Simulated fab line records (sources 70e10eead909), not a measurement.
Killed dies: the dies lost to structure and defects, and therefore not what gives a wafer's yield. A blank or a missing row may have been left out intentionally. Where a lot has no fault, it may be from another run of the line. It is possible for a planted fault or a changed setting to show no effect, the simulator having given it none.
fab line records	flow nandHarc
record: lots: 5	wafers: 15	lastDay: 31
route steps=1302 shown A_BLC@1118 A_M0@1137 END@1302
lots that met no fault: from a run of the same line without faults
startH: hours from the record's opening day to when the first of the lot's shown wafers began	waitH: how many hours have passed since the lot's step before this one	" as in the row above	L1.1+2: a row that stands for several wafers	- either no value or no given start	* or withheld: withheld	< > ~ a bound
route shown NAME@n: a module of which the file shows steps, and the number in the route of the first	usual: average and standard deviation across the fault-free wafers	same: alike in all rows	chamber/n: place in a boat	sites: the reading at each site	_std_site: the standard deviation of these	_edge_site: outer sites' mean less inner sites'	radiusMm: for every site, how far away it sits from the centre of the wafer	mask NAME#n: copy n	behind: the tool/chamber that last shaped the wafer	hold: why the lot was held/for how many hours/how that ended	device: transistor that didn't switch, given as n, p or np	end of line: the tests these same wafers got at the end of their route	a step given without rows: its recipe and nothing more	killed: the dies lost at the first sort to structure and to defects; this is not the yield of the wafer	map: the dies of a wafer, with x for killed, . for not killed, _ for no die there
set.NAME: the setting as run; set.NAME@STEP: as run at that earlier step	model.NAME: the simulator's own value behind a step, which no gauge read
lots at some steps of the route; a table a step, a row a wafer
services: when a tool's chamber went out of use (startH, in hours from the record's first day, below 0 if earlier), for how many hours, and the reason
== steps ==
step: NHARC_A_BLC_OVL_MEAS_11
usual: overlayXNm: 0.1/0.96	overlayYNm: 0.1/0.87
lot.wafer	tool	chamber	startH	waitH	overlayXNm	overlayYNm
L950.2	overlay-02	-	578.20	-	0.4	0.8
L950.4	"	-	"	"	0.5	0.5
L950.6	"	-	"	"	0.2	0.4
L949.3	overlay-01	-	581.14	-	0.4	-0.3
L949.5	"	-	"	"	0.3	-0.1
L949.6	"	-	"	"	0.5	-0.8
L953.1	overlay-02	-	624.97	-	1.0	0.3
L953.3	"	-	"	"	1.0	0.3
L953.4	"	-	"	"	0.6	0.6
L961.4	overlay-02	-	694.95	-	-0.1	-0.5
L961.5	"	-	"	"	-0.5	-0.5
L961.6	"	-	"	"	-0.5	-0.2
L963.3	overlay-02	-	701.00	-	0.0	-0.1
L963.4	"	-	"	"	-0.7	-0.4
L963.6	"	-	"	"	-0.4	-0.4
step: NHARC_A_BLC_INSPECT_12
usual: rawDefectCount: 88/37
lot.wafer	tool	chamber	startH	waitH	rawDefectCount
L950.2	defectInspect-02	-	578.24	0.0	54
L950.4	"	-	"	"	77
L950.6	"	-	"	"	64
L949.3	defectInspect-01	-	581.17	0.0	138
L949.5	"	-	"	"	126
L949.6	"	-	"	"	111
L953.1	defectInspect-02	-	625.01	0.0	126
L953.3	"	-	"	"	116
L953.4	"	-	"	"	104
L961.4	defectInspect-02	-	694.99	0.0	57
L961.5	"	-	"	"	59
L961.6	"	-	"	"	68
L963.3	defectInspect-01	-	701.03	0.0	74
L963.4	"	-	"	"	79
L963.6	"	-	"	"	67
step: NHARC_A_BLC_DESCUM_15
recipe: timeS: 3	o2FlowSccm: 200	arFlowSccm: 0	biasPowerW: 0	chemistry: O2
step: NHARC_A_BLC_ETCH_16
recipe: targetDepthA: 390	overEtchFrac: 0.3	timeS: 65	ionEnergyEv: 80	cf4FlowSccm: 150	arFlowSccm: 0	rfW: 300	biasW: 100	chemistry: CF4
step: NHARC_A_BLC_ETCH_17
recipe: targetDepthA: 3900	overEtchFrac: 0.25	timeS: 609.38	ionEnergyEv: 200	n2FlowSccm: 150	h2FlowSccm: 150	arFlowSccm: 0	rfW: 400	biasW: 150	chemistry: N2/H2
usual: drypumpMotorCurrentA: 5.9/0.44	mfcArSccm: 0.012/0.013	oesProductAu: 1.006/0.013	rfVppV: 429.5/2.3	showerheadPlenumPTorr: 2.00/0.074	throttleValvePct: 14.171/0.0091
lot.wafer	tool	chamber	startH	waitH	drypumpMotorCurrentA	mfcArSccm	oesProductAu	rfHoursCounterH	rfVppV	showerheadPlenumPTorr	throttleValvePct
L950.2	rieDiel-12	2	-	-	5.7	0.010	1.007	11	429.9	2.03	14.163
L950.4	"	0	"	"	6.8	0.011	0.996	12	428.6	1.97	14.169
L950.6	"	3	"	"	6.0	0.032	1.013	-	429.5	2.01	14.174
L949.3	rieDiel-02	1	-	-	5.9	0.017	1.015	0	426.2	1.90	14.179
L949.6	"	2	"	"	5.7	0	1.019	-	428.6	2.01	14.170
L949.5	"	3	"	"	5.4	0.000	1.005	-	431.2	2.04	14.172
L953.1	rieDiel-02	2	-	-	5.7	0	1.013	4	429.1	2.01	14.158
L953.4	"	3	"	"	5.4	0.000	1.013	4	431.6	2.04	14.176
L953.3	"	0	"	"	6.6	0.033	0.985	4	427.6	1.95	14.173
L961.4	rieDiel-02	0	-	-	6.5	0.033	0.997	9	426.9	1.95	14.172
L961.5	"	1	"	"	6.0	0.017	1.010	-	427.9	1.90	14.166
L961.6	"	2	"	"	5.7	0	1.012	-	429.0	2.01	14.173
L963.3	rieDiel-12	3	-	-	5.9	0.032	0.981	7	430.0	2.00	14.173
L963.4	"	2	"	"	5.7	0.010	0.988	8	429.8	2.03	14.177
L963.6	"	3	"	"	6.0	0.032	0.982	-	429.7	2.00	14.177
step: NHARC_A_BLC_ETCH_18
recipe: targetDepthA: 9100	c4f8FlowSccm: 20	o2FlowSccm: 10	arFlowSccm: withheld	rfW: 600	biasW: 1500	chemistry: C4F8/O2/Ar
step: NHARC_A_BLC_CD_MEAS_19
usual: cdNm: 100/3.4
lot.wafer	tool	chamber	startH	waitH	cdNm
L950.2	cdSem-01	-	579.27	-	97
L950.4	"	-	"	"	105
L950.6	"	-	"	"	102
L949.3	cdSem-03	-	582.21	-	102
L949.5	"	-	"	"	103
L949.6	"	-	"	"	97
L953.1	cdSem-03	-	626.03	-	99
L953.3	"	-	"	"	104
L953.4	"	-	"	"	102
L961.4	cdSem-01	-	696.03	-	105
L961.5	"	-	"	"	100
L961.6	"	-	"	"	100
L963.3	cdSem-02	-	702.06	-	104
L963.4	"	-	"	"	95
L963.6	"	-	"	"	99
step: NHARC_A_BLC_STRIP_29
recipe: cf4FlowSccm: 150	arFlowSccm: 0	biasW: 0	chemistry: CF4
step: NHARC_A_BLC_STRIP_21
recipe: o2FlowSccm: 500	arFlowSccm: 0	biasW: 0	chemistry: O2
step: NHARC_A_BLC_STRIP_22
recipe: timeS: 600	tempC: 30	chemistry: postEtchResidueRemover
step: NHARC_A_BLC_DEGAS_30
recipe: tempC: 300	timeS: 60
step: NHARC_A_BLC_PRE_CLEAN_31
recipe: timeS: 15	biasV: 250	gas: Ar
step: NHARC_A_BLC_PVD_32
recipe: targetThkA: 50	chamberPressurePa: 5	powerW: 5000	substrateTempC: 200	timeS: 17.7	material: Ti
usual: throttleValvePct: 30.0/0.97
lot.wafer	tool	chamber	startH	waitH	throttleValvePct
L950.2	pvdSputter-01	-	580.01	-	30.9
L950.4	"	-	"	"	29.3
L950.6	"	-	"	"	30.0
L949.3	pvdSputter-03	-	582.96	-	30.9
L949.5	"	-	"	"	30.2
L949.6	"	-	"	"	29.3
L953.1	pvdSputter-03	-	626.76	-	29.0
L953.4	"	-	"	"	30.9
L953.3	"	-	"	"	30.4
L961.4	pvdSputter-03	-	696.75	-	31.0
L961.5	"	-	"	"	30.8
L961.6	"	-	"	"	30.4
L963.4	pvdSputter-01	-	702.83	-	29.1
L963.3	"	-	"	"	30.3
L963.6	"	-	"	"	28.9
step: NHARC_A_BLC_ALD_23
recipe: targetThkA: 30	pulseTimeS: 1	aldCycles: 150	tempC: 450	material: TiN
step: NHARC_A_BLC_CVD_24
recipe: targetThkA: 1500	tempC: 300	pressureTorr: 40	wf6FlowSccm: 40	h2FlowSccm: 1600	arFlowSccm: 1560	timeS: 434	material: W
usual: heaterPowerW: 449/53	mfcArSccm: 1560/4.8	throttleValvePct: 7.98/0.26
lot.wafer	tool	chamber	startH	waitH	heaterPowerW	mfcArSccm	sinceWetCleanH	throttleValvePct
L950.2	cvdW-02	1	-	-	451	1559	117	7.97
L950.4	"	1	"	"	452	1560	-	8.40
L950.6	"	0	"	"	391	1558	-	8.39
L949.3	cvdW-01	1	-	-	527	1558	-	8.01
L949.5	"	0	"	"	450	1560	-	7.69
L949.6	"	1	"	"	539	1553	-	7.73
L953.1	cvdW-01	0	-	-	460	1560	67	7.77
L953.3	"	0	"	"	445	1562	-	7.55
L953.4	"	1	"	"	536	1565	-	7.87
L961.4	cvdW-01	1	-	-	549	1556	-	7.67
L961.6	"	0	"	"	452	1556	-	7.74
L961.5	"	1	"	"	548	1553	-	7.90
L963.3	cvdW-02	1	-	-	427	1557	-	7.98
L963.4	"	0	"	"	382	1556	-	8.43
L963.6	"	0	"	"	380	1566	-	8.08
step: NHARC_A_BLC_CMP_25
recipe: tOverpolishS: 30	targetThkNm: 150
step: NHARC_A_BLC_SRD_27
step: NHARC_A_BLC_INSPECT_28
usual: rawDefectCount: 550/140
lot.wafer	tool	chamber	startH	waitH	rawDefectCount
L950.2	defectInspect-01	-	581.24	0.1	483
L950.4	"	-	"	"	473
L950.6	"	-	"	"	550
L949.3	defectInspect-01	-	584.23	0.1	811
L949.5	"	-	"	"	792
L949.6	"	-	"	"	735
L953.1	defectInspect-01	-	628.00	0.1	699
L953.3	"	-	"	"	449
L953.4	"	-	"	"	756
L961.4	defectInspect-01	-	697.99	0.1	398
L961.5	"	-	"	"	370
L961.6	"	-	"	"	403
L963.3	defectInspect-01	-	704.08	0.1	393
L963.4	"	-	"	"	455
L963.6	"	-	"	"	377
step: NHARC_A_M0_DEP_00
recipe: targetThkA: 1500	targetThkNm: 150	tempC: withheld	pressureTorr: 5	flowSccm: 200	rfW: 600	material: SiOC
step: NHARC_A_M0_DEHYDRATE_01
recipe: tempC: 150	timeS: 120
step: NHARC_A_M0_HMDS_02
recipe: timeS: 30
step: NHARC_A_M0_COAT_33
recipe: tempC: 200	timeS: 65
step: NHARC_A_M0_COAT_03
recipe: spinRpm: 1500	resistThkNm: 90
step: NHARC_A_M0_SOFTBAKE_04
recipe: tempC: 105	timeS: 55
step: NHARC_A_M0_EBR_05
step: NHARC_A_M0_EXPOSE_06
recipe: na: 1.35	targetCdNm: 80	doseMj: 83.25	maskId: A_M0
step: NHARC_A_M0_PEB_07
recipe: pebTempC: 100	pebTimeS: 65
step: NHARC_A_M0_DEVELOP_08
recipe: developTimeS: 35	devTempC: 23
step: NHARC_A_M0_CD_MEAS_09
recipe: targetCdNm: 80	landingEnergyEv: 500
usual: cdNm: 80.2/0.59
same: landingEnergyEv: 500
lot.wafer	tool	chamber	startH	waitH	cdNm
L950.2	cdSem-02	0	582.01	-	79.2
L950.4	"	0	"	"	79.9
L950.6	"	0	"	"	80.7
L949.3	cdSem-01	0	585.01	-	80.0
L949.5	"	0	"	"	79.7
L949.6	"	0	"	"	78.2
L953.1	cdSem-02	0	628.89	-	80.3
L953.3	"	0	"	"	80.1
L953.4	"	0	"	"	80.0
L961.5	cdSem-01	0	698.91	-	79.7
L963.3	cdSem-03	0	705.12	-	80.8
L963.4	"	0	"	"	80.1
L963.6	"	0	"	"	80.5
step: NHARC_A_M0_OVL_MEAS_10
recipe: pitchNm: 160
usual: overlayXNm: -0.1/0.71	overlayYNm: 0.1/0.96
lot.wafer	tool	chamber	startH	waitH	overlayXNm	overlayYNm
L950.2	overlay-02	-	582.10	-	-0.4	0.1
L950.4	"	-	"	"	-0.9	0.4
L950.6	"	-	"	"	-0.4	0.0
L949.3	overlay-02	-	585.10	-	0.6	0.2
L949.5	"	-	"	"	0.1	0.1
L949.6	"	-	"	"	0.3	-0.4
L953.1	overlay-01	-	628.98	-	0.3	0.4
L953.3	"	-	"	"	0.1	0.3
L953.4	"	-	"	"	0.1	0.4
L961.5	overlay-01	-	698.99	-	0.1	-0.1
L963.3	overlay-02	-	705.21	-	0.8	0.1
L963.4	"	-	"	"	0.8	0.4
L963.6	"	-	"	"	0.2	0.2
step: NHARC_A_M0_INSPECT_11
usual: rawDefectCount: 88/38
lot.wafer	tool	chamber	startH	waitH	rawDefectCount
L950.2	defectInspect-01	-	582.14	0.0	53
L950.4	"	-	"	"	78
L950.6	"	-	"	"	67
L949.3	defectInspect-01	-	585.13	0.0	140
L949.5	"	-	"	"	129
L949.6	"	-	"	"	118
L953.1	defectInspect-02	-	629.02	0.0	120
L953.3	"	-	"	"	116
L953.4	"	-	"	"	103
L961.5	defectInspect-01	-	699.02	0.0	58
L963.3	defectInspect-01	-	705.24	0.0	73
L963.4	"	-	"	"	77
L963.6	"	-	"	"	61
step: NHARC_A_M0_DESCUM_14
recipe: timeS: 3	o2FlowSccm: 200	arFlowSccm: 0	biasPowerW: 0	chemistry: O2
usual: drypumpMotorCurrentA: 5.76/0.29	mfcArSccm: 0.008/0.013	oesProductAu: 0.996/0.012	rfVppV: 57.7/0.88	showerheadPlenumPTorr: 1.91/0.064	throttleValvePct: 11.311/0.0089
lot.wafer	tool	chamber	startH	waitH	drypumpMotorCurrentA	mfcArSccm	oesProductAu	rfHoursCounterH	rfVppV	showerheadPlenumPTorr	throttleValvePct
L950.4	rieDiel-13	0	582.20	0.1	6.24	0	0.991	3	58.3	1.95	11.326
L950.2	"	1	"	"	5.71	0.029	0.991	3	57.3	1.87	11.320
L950.6	"	1	"	"	5.77	0.029	1.002	-	57.6	1.87	11.303
L949.3	rieDiel-13	0	585.22	0.1	6.22	0	0.987	3	58.7	1.95	11.297
L949.5	"	1	"	"	5.73	0.029	1.005	-	57.8	1.87	11.303
L949.6	"	2	"	"	5.99	0	1.003	-	54.9	1.81	11.299
L953.3	rieDiel-13	1	629.08	0.1	5.75	0.029	1.009	5	58.3	1.87	11.314
L953.4	"	2	"	"	5.94	0	0.991	5	57.4	1.81	11.309
L953.1	"	0	"	"	6.12	0	0.983	5	58.8	1.95	11.320
L961.5	rieDiel-01	3	699.12	0.1	6.18	0	1.005	-	57.6	1.80	11.315
L963.4	rieDiel-01	0	705.30	0.1	5.75	0.030	1.011	8	58.1	1.85	11.291
L963.3	"	2	"	"	5.45	0	1.005	6	58.5	1.99	11.320
L963.6	"	1	"	"	5.35	0.030	0.988	-	57.3	1.92	11.303
step: NHARC_A_M0_ETCH_34
recipe: targetDepthA: 400	overetchA: 120	timeS: 43.94	ionEnergyEv: 200	n2FlowSccm: 150	h2FlowSccm: 150	arFlowSccm: 0	rfW: 400	biasW: 150	chemistry: N2/H2
step: NHARC_A_M0_ETCH_15
recipe: targetDepthA: 1500	overetchA: 150	timeS: 82.5	c4f8FlowSccm: withheld	arFlowSccm: 400	rfW: 600	biasW: 300	chemistry: C4F8/Ar
step: NHARC_A_M0_CD_MEAS_16
usual: cdNm: 80.0/1.1
lot.wafer	tool	chamber	startH	waitH	cdNm
L950.2	cdSem-02	-	582.50	-	78.6
L950.4	"	-	"	"	78.9
L950.6	"	-	"	"	79.9
L949.3	cdSem-01	-	585.50	-	79.2
L949.5	"	-	"	"	79.9
L949.6	"	-	"	"	77.3
L953.1	cdSem-02	-	629.38	-	80.2
L953.3	"	-	"	"	79.6
L953.4	"	-	"	"	79.7
L961.5	cdSem-03	-	699.45	-	77.7
L963.3	cdSem-01	-	705.63	-	80.8
L963.4	"	-	"	"	80.9
L963.6	"	-	"	"	80.1
step: NHARC_A_M0_STRIP_18
recipe: powerW: 1000	n2FlowSccm: 150	h2FlowSccm: 150	arFlowSccm: 0	biasW: 0	chemistry: N2/H2
step: NHARC_A_M0_STRIP_19
recipe: timeS: 600	tempC: 30	chemistry: postEtchResidueRemover
step: NHARC_A_M0_DEGAS_28
recipe: tempC: 250	timeS: 60
step: NHARC_A_M0_PRE_CLEAN_29
recipe: timeS: 30	tempC: 280	gas: H2/He
step: NHARC_A_M0_PVD_20
recipe: targetThkA: 50	biasV: 168.6	powerW: 15000	chamberPressurePa: 0.12	timeS: 8.06	substrateTempC: 50	material: TaN
usual: throttleValvePct: 30.1/0.95
lot.wafer	tool	chamber	startH	waitH	throttleValvePct
L950.2	pvdSputter-03	-	-	-	28.9
L950.4	"	-	"	"	30.7
L950.6	"	-	"	"	30.1
L949.3	pvdSputter-03	-	-	-	30.2
L949.6	"	-	"	"	30.5
L949.5	"	-	"	"	30.5
L953.3	pvdSputter-02	-	-	-	30.4
L953.4	"	-	"	"	31.6
L953.1	"	-	"	"	28.9
L961.5	pvdSputter-02	-	-	-	30.6
L963.3	pvdSputter-02	-	-	-	29.4
L963.4	"	-	"	"	29.3
L963.6	"	-	"	"	32.5
step: NHARC_A_M0_PVD_21
recipe: targetThkA: 300	chamberPressurePa: 5	powerW: 5000	substrateTempC: 30	timeS: 20.49	material: Cu
usual: throttleValvePct: 30.0/0.95
lot.wafer	tool	chamber	startH	waitH	throttleValvePct
L950.2	pvdSputter-03	-	-	-	30.6
L950.4	"	-	"	"	28.8
L950.6	"	-	"	"	30.4
L949.3	pvdSputter-03	-	-	-	29.0
L949.6	"	-	"	"	30.6
L949.5	"	-	"	"	30.5
L953.4	pvdSputter-02	-	-	-	29.0
L953.3	"	-	"	"	29.3
L953.1	"	-	"	"	31.6
L961.5	pvdSputter-02	-	-	-	29.2
L963.3	pvdSputter-02	-	-	-	30.7
L963.4	"	-	"	"	32.4
L963.6	"	-	"	"	29.3
step: NHARC_END_SORT_01
recipe: tempC: 25
usual: killedAtArray: 55/19	killedAtOther: 0.9/1.4	killedAtPeriphery: 3.8/2.9	killedDies: 60/19	killedOpen: 3.3/1.8	killedShort: 2.6/1.6
same: grossDies: 677
lot.wafer	tool	chamber	startH	waitH	killedAtArray	killedAtOther	killedAtPeriphery	killedDies	killedOpen	killedShort
L950.2	prober-01	0	624.75	2.8	44	0	3	47	4	3
L950.4	prober-01	0	626.36	3.4	51	1	3	55	5	4
L950.6	prober-01	0	627.98	4.0	50	0	0	50	3	4
L949.3	prober-02	0	625.56	3.1	92	0	6	98	6	2
L949.5	prober-02	0	627.15	3.7	89	0	3	92	7	2
L949.6	prober-02	0	627.95	4.0	78	1	9	88	3	3
L953.1	prober-01	0	667.88	2.5	81	0	5	86	5	2
L953.3	prober-01	0	669.48	3.1	74	0	2	76	0	1
L953.4	prober-01	0	670.29	3.4	58	0	1	59	2	0
L961.4	prober-02	0	737.41	3.4	664	7	6	677	5	1
L961.5	prober-02	0	738.21	3.7	44	0	3	47	3	1
L961.6	prober-02	0	739.01	4.0	675	1	1	677	1	4
L963.3	prober-01	0	748.74	3.1	47	1	1	49	0	1
L963.4	prober-01	0	749.55	3.4	60	1	3	64	3	1
L963.6	prober-01	0	751.16	4.0	48	0	0	48	2	0
killed by level:class
L950.2 A_CHANNEL_HOLE_D2:chamberFilmFlake=30 A_CHANNEL_HOLE_D1:chamberFilmFlake=2 A_CONTACT:chamberFilmFlake=2 P_GATE:geometricParticle:short=1 P_CONTACT:geometricParticle:open=1 A_SOURCE_PLATE:geometricParticle:short=1 A_DECK1_JOINT:geometricParticle:open=1 A_ONON_D2:geometricParticle:open=1
L949.3 A_CHANNEL_HOLE_D1:chamberFilmFlake=36 A_SLIT:chamberFilmFlake=30 A_CHANNEL_HOLE_D2:chamberFilmFlake=7 A_ZERO_WELL:chamberFilmFlake=3 A_BLC:chamberFilmFlake=3 P_ZERO_WELL:chamberFilmFlake=2 A_DECK1_JOINT:chamberFilmFlake=2 A_WL_FILL:chamberFilmFlake=2
L950.4 A_CHANNEL_HOLE_D2:chamberFilmFlake=28 A_CHANNEL_HOLE_D1:chamberFilmFlake=6 A_STAIRCASE:chamberFilmFlake=5 A_DECK1_JOINT:chamberFilmFlake=3 A_ONON_D1:geometricParticle:short=2 A_CHANNEL_FILL_D1:geometricParticle:open=2 P_GATE:chamberFilmFlake=2 A_WL_FILL:chamberFilmFlake=2
L949.5 A_CHANNEL_HOLE_D1:chamberFilmFlake=29 A_SLIT:chamberFilmFlake=28 A_CHANNEL_HOLE_D2:chamberFilmFlake=11 A_WL_FILL:chamberFilmFlake=5 A_CHANNEL_HOLE_D1:geometricParticle:open=2 A_DECK1_JOINT:geometricParticle:open=2 P_M2:chamberFilmFlake=2 A_STAIRCASE:chamberFilmFlake=2
L949.6 A_CHANNEL_HOLE_D1:chamberFilmFlake=32 A_SLIT:chamberFilmFlake=16 A_CHANNEL_HOLE_D2:chamberFilmFlake=10 A_BLC:chamberFilmFlake=4 A_CONTACT:chamberFilmFlake=4 P_CONTACT:chamberFilmFlake=3 A_WL_FILL:chamberFilmFlake=3 P_M0:chamberFilmFlake=2
L950.6 A_CHANNEL_HOLE_D2:chamberFilmFlake=28 A_STAIRCASE:chamberFilmFlake=5 A_CHANNEL_HOLE_D1:chamberFilmFlake=4 A_DECK1_JOINT:chamberFilmFlake=3 A_ONON_D1:geometricParticle:open=1 A_ONON_D1:geometricParticle:short=1 A_CHANNEL_FILL_D1:geometricParticle:open=1 A_ONON_D2:geometricParticle:short=1
L953.1 A_CHANNEL_HOLE_D1:chamberFilmFlake=37 A_SLIT:chamberFilmFlake=34 A_CONTACT:chamberFilmFlake=5 P_CONTACT:geometricParticle:open=2 A_STAIRCASE:chamberFilmFlake=2 P_M0:geometricParticle:open=1 P_M0:geometricParticle:short=1 A_DECK1_JOINT:geometricParticle:open=1
L953.3 A_CHANNEL_HOLE_D1:chamberFilmFlake=36 A_SLIT:chamberFilmFlake=31 A_CONTACT:chamberFilmFlake=5 A_CHANNEL_HOLE_D2:geometricParticle:short=1 P_ZERO_WELL:chamberFilmFlake=1 P_GATE:chamberFilmFlake=1 A_CHANNEL_HOLE_D2:chamberFilmFlake=1
L953.4 A_CHANNEL_HOLE_D1:chamberFilmFlake=26 A_SLIT:chamberFilmFlake=22 A_CONTACT:chamberFilmFlake=5 A_STAIRCASE:chamberFilmFlake=2 A_ONON_D1:geometricParticle:open=1 A_DECK1_JOINT:geometricParticle:open=1 P_GATE:chamberFilmFlake=1 A_CHANNEL_HOLE_D2:chamberFilmFlake=1
L961.4 A_BLC:areaPvd=630 A_CHANNEL_HOLE_D2:chamberFilmFlake=19 THIN_TSV:chamberFilmFlake=7 A_SLIT:chamberFilmFlake=6 P_CONTACT:geometricParticle:open=2 P_M0:geometricParticle:open=2 P_GATE:chamberFilmFlake=2 A_CHANNEL_HOLE_D1:chamberFilmFlake=2
L961.5 A_CHANNEL_HOLE_D2:chamberFilmFlake=19 A_CHANNEL_HOLE_D1:chamberFilmFlake=10 A_SLIT:chamberFilmFlake=4 A_ZERO_WELL:chamberFilmFlake=3 A_STAIRCASE:chamberFilmFlake=3 P_CONTACT:geometricParticle:open=1 P_M0:geometricParticle:open=1 A_ONON_D2:geometricParticle:open=1
L961.6 A_BLC:areaPvd=636 A_CHANNEL_HOLE_D2:chamberFilmFlake=17 A_SLIT:chamberFilmFlake=8 A_CHANNEL_HOLE_D1:chamberFilmFlake=3 A_CHANNEL_FILL_D1:geometricParticle:short=2 A_CHANNEL_FILL_D2:chamberFilmFlake=2 A_STAIRCASE:chamberFilmFlake=2 A_WL_FILL:chamberFilmFlake=2
L963.3 A_CHANNEL_HOLE_D2:chamberFilmFlake=20 A_CHANNEL_HOLE_D1:chamberFilmFlake=10 A_STAIRCASE:chamberFilmFlake=7 A_SLIT:chamberFilmFlake=4 A_CONTACT:chamberFilmFlake=4 A_WL_FILL:chamberFilmFlake=2 P_CONTACT:geometricParticle:short=1 THIN_TSV:chamberFilmFlake=1
L963.4 A_CHANNEL_HOLE_D2:chamberFilmFlake=28 A_CHANNEL_HOLE_D1:chamberFilmFlake=10 A_CONTACT:chamberFilmFlake=7 A_STAIRCASE:chamberFilmFlake=5 A_SLIT:chamberFilmFlake=5 A_CHANNEL_FILL_D2:geometricParticle:open=2 P_M0:geometricParticle:open=1 A_SGD_CUT:geometricParticle:short=1
L963.6 A_CHANNEL_HOLE_D2:chamberFilmFlake=18 A_CHANNEL_HOLE_D1:chamberFilmFlake=9 A_CONTACT:chamberFilmFlake=7 A_SLIT:chamberFilmFlake=6 A_STAIRCASE:chamberFilmFlake=4 A_CHANNEL_FILL_D1:geometricParticle:open=1 A_BLC:geometricParticle:open=1 A_ZERO_WELL:chamberFilmFlake=1
map L961.4 (x killed, . not)
____________x____________
_________xxxxxxx_________
_______xxxxxxxxxxx_______
______xxxxxxxxxxxxx______
_____xxxxxxxxxxxxxxx_____
____xxxxxxxxxxxxxxxxx____
____xxxxxxxxxxxxxxxxx____
___xxxxxxxxxxxxxxxxxxx___
___xxxxxxxxxxxxxxxxxxx___
__xxxxxxxxxxxxxxxxxxxxx__
__xxxxxxxxxxxxxxxxxxxxx__
_xxxxxxxxxxxxxxxxxxxxxxx_
_xxxxxxxxxxxxxxxxxxxxxxx_
_xxxxxxxxxxxxxxxxxxxxxxx_
_xxxxxxxxxxxxxxxxxxxxxxx_
_xxxxxxxxxxxxxxxxxxxxxxx_
xxxxxxxxxxxxxxxxxxxxxxxxx
xxxxxxxxxxxxxxxxxxxxxxxxx
xxxxxxxxxxxxxxxxxxxxxxxxx
xxxxxxxxxxxxxxxxxxxxxxxxx
xxxxxxxxxxxxxxxxxxxxxxxxx
_xxxxxxxxxxxxxxxxxxxxxxx_
_xxxxxxxxxxxxxxxxxxxxxxx_
_xxxxxxxxxxxxxxxxxxxxxxx_
_xxxxxxxxxxxxxxxxxxxxxxx_
_xxxxxxxxxxxxxxxxxxxxxxx_
__xxxxxxxxxxxxxxxxxxxxx__
__xxxxxxxxxxxxxxxxxxxxx__
___xxxxxxxxxxxxxxxxxxx___
___xxxxxxxxxxxxxxxxxxx___
____xxxxxxxxxxxxxxxxx____
____xxxxxxxxxxxxxxxxx____
_____xxxxxxxxxxxxxxx_____
______xxxxxxxxxxxxx______
_______xxxxxxxxxxx_______
_________xxxxxxx_________
____________x____________
map L949.3 (x killed, . not)
____________.____________
_________......._________
_______..........._______
______.............______
_____..............._____
____.................____
____....x............____
___..............x....___
___..x...x............___
__.....................__
__....x.x...........x..__
_......................._
_..................x.x.x_
_..........x.x.....xxxxx_
_..x................x.xx_
_...........x......xxxx._
...................xxxxxx
x..................xxx.x.
.......x..x...xx...xxx.x.
.....................x..x
.......................x.
_......................._
_......xx..............._
_......x..xx............_
_.....x.x..............._
_xxx.xxxxxx........x...._
__x...xxxxx............__
__xx..xx.x.............__
___x..xxxx.x..x.......___
___.x.....x.....x.....___
____x....xx..........____
____...xxx...........____
_____..x.x.x........_____
______xxx..........______
_______..........._______
_________......._________
____________.____________
== services ==
tool	chamber	startH	hours	kind
pvdSputter-03	-	556.64	2.2	repair
rieDiel-01	-	557.80	9.0	pm
cvdW-01	0	560.00	-	clean
cvdW-01	1	560.00	-	clean
rieDiel-01	3	568.70	3.7	repair
rieDiel-02	-	570.70	9.0	pm
rieDiel-02	0	570.70	9.0	ventCycle
pvdSputter-02	-	579.80	9.7	repair
pvdSputter-01	-	582.04	10.0	pm
cvdW-02	0	586.97	13.8	repair
pvdSputter-01	-	612.31	7.6	repair
rieDiel-02	3	615.59	4.1	repair
rieDiel-12	-	622.84	9.0	pm
cvdW-02	-	631.15	13.0	pm
rieDiel-01	1	637.23	3.5	repair
pvdSputter-02	-	638.00	10.0	pm
rieDiel-01	0	644.35	6.3	repair
rieDiel-02	3	658.87	9.4	repair
rieDiel-13	3	661.84	7.6	repair
rieDiel-12	0	662.94	9.8	repair
rieDiel-02	2	677.35	3.0	repair
rieDiel-13	-	696.00	9.0	pm
rieDiel-02	3	696.97	4.2	repair
pvdSputter-03	-	703.09	5.0	repair
== key ==
firstSign: step: NHARC_END_SORT_01	reading: killedDies	direction: up	sigmas: 33	usual: 60	struck: 677
effect: step: NHARC_END_SORT_01	reading: killedAtArray	direction: up	sigmas: 32	usual: 55	struck: 670
moreKillsBornAt: NHARC_A_BLC_PVD_32@pvdSputter-03: 1266
metAt NHARC_A_BLC_PVD_32
struckWafers L961.4,L961.6
laterRowsLeftOut L961.4,L961.6
testerLeftOut L961
onsetBetween 626.76 696.75
fault: kind: processParameterDrift	tool: pvdSputter-03	chamber: -	onsetH: 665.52	steps: NHARC_A_BLC_PVD_32	channel: targetThkA	offset: *	shape: step	endH: 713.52	scope: struckWafersOnly	actsIn: *	stated: *
testerLeftOut: of these lots the tester's yield and bins aren't shown, on N5 and GAA mostly nor the transistor test; their killed dies are dies lost to structure and defects alone, not to doping, threshold or leakage, so they don't give the yield
laterRowsLeftOut: the simulator's readings of these wafers behind a module that went badly wrong aren't trusted and aren't shown, but for the sort
